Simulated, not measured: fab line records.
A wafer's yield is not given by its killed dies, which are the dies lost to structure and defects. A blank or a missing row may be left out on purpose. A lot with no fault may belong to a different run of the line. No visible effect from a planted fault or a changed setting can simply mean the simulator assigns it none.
Chamber matching || flow nandHarc || NHARC_A_CONTACT_DEP_85 on pecvd-01 has 3 sister chambers
The step deposits SiON, target thk 60 nm. 16 wafers are shown with their chamber, then 8 later ones without.

== EACH WAFER AND ITS CHAMBER ==
{"wafer": "L076.2", "chamber": 1, "heaterPowerW (W)": 746}
{"wafer": "L076.5", "chamber": 2, "heaterPowerW (W)": 701}
{"wafer": "L076.6", "chamber": 1, "heaterPowerW (W)": 746}
{"wafer": "L078.3", "chamber": 0, "heaterPowerW (W)": 764}
{"wafer": "L078.4", "chamber": 2, "heaterPowerW (W)": 741}
{"wafer": "L078.6", "chamber": 0, "heaterPowerW (W)": 777}
{"wafer": "L079.1", "chamber": 1, "heaterPowerW (W)": 759}
{"wafer": "L079.2", "chamber": 0, "heaterPowerW (W)": 681}
{"wafer": "L079.6", "chamber": 1, "heaterPowerW (W)": 766}
{"wafer": "L082.1", "chamber": 0, "heaterPowerW (W)": 679}
{"wafer": "L082.2", "chamber": 1, "heaterPowerW (W)": 812}
{"wafer": "L082.4", "chamber": 0, "heaterPowerW (W)": 693}
{"wafer": "L083.2", "chamber": 0, "heaterPowerW (W)": 758}
{"wafer": "L083.4", "chamber": 1, "heaterPowerW (W)": 764}
{"wafer": "L083.5", "chamber": 2, "heaterPowerW (W)": 831}
{"wafer": "L084.2", "chamber": 1, "heaterPowerW (W)": 774}

SIGNATURES, as means of the wafers listed above
{"reading": "heaterPowerW", "chamber 0": 725.33, "chamber 1": 766.71, "chamber 2": 757.67, "scatter within a chamber": 41.4}
Rule: a wafer's distance from a chamber is the root of the sum, over the readings, of the square of ((its reading less the chamber's mean) divided by the reading's scatter). The wafer belongs to the nearest chamber; if the next one is less than 2 further off, it can't be placed. The scatter is the square root of a quotient: the sum, over the shown wafers, of each reading's squared deviation from its chamber's mean, divided by wafers minus chambers.

== WAFERS WHOSE CHAMBER IS MISSING ==
{"wafer": "L084.3", "heaterPowerW (W)": 823}
{"wafer": "L084.4", "heaterPowerW (W)": 820}
{"wafer": "L087.2", "heaterPowerW (W)": 728}
{"wafer": "L087.4", "heaterPowerW (W)": 731}
{"wafer": "L087.6", "heaterPowerW (W)": 740}
{"wafer": "L094.2", "heaterPowerW (W)": 759}
{"wafer": "L094.5", "heaterPowerW (W)": 829}
{"wafer": "L094.6", "heaterPowerW (W)": 773}

== THE CHAMBER EACH PASSED THROUGH ==
{"wafer": "L084.3", "from the rows above": "can't be placed: 1 or 2 or 0", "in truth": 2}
{"wafer": "L084.4", "from the rows above": "can't be placed: 1 or 2 or 0", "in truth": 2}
{"wafer": "L087.2", "from the rows above": "can't be placed: 0 or 2 or 1", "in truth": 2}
{"wafer": "L087.4", "from the rows above": "can't be placed: 0 or 2 or 1", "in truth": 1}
{"wafer": "L087.6", "from the rows above": "can't be placed: 0 or 2 or 1", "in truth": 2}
{"wafer": "L094.2", "from the rows above": "can't be placed: 2 or 1 or 0", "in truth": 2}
{"wafer": "L094.5", "from the rows above": "can't be placed: 1 or 2 or 0", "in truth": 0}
{"wafer": "L094.6", "from the rows above": "can't be placed: 1 or 2 or 0", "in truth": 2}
Correctly placed: 0 of 8. Not placeable from these rows: 8 (in 8, the candidates include the true chamber). Wrongly placed: 0.
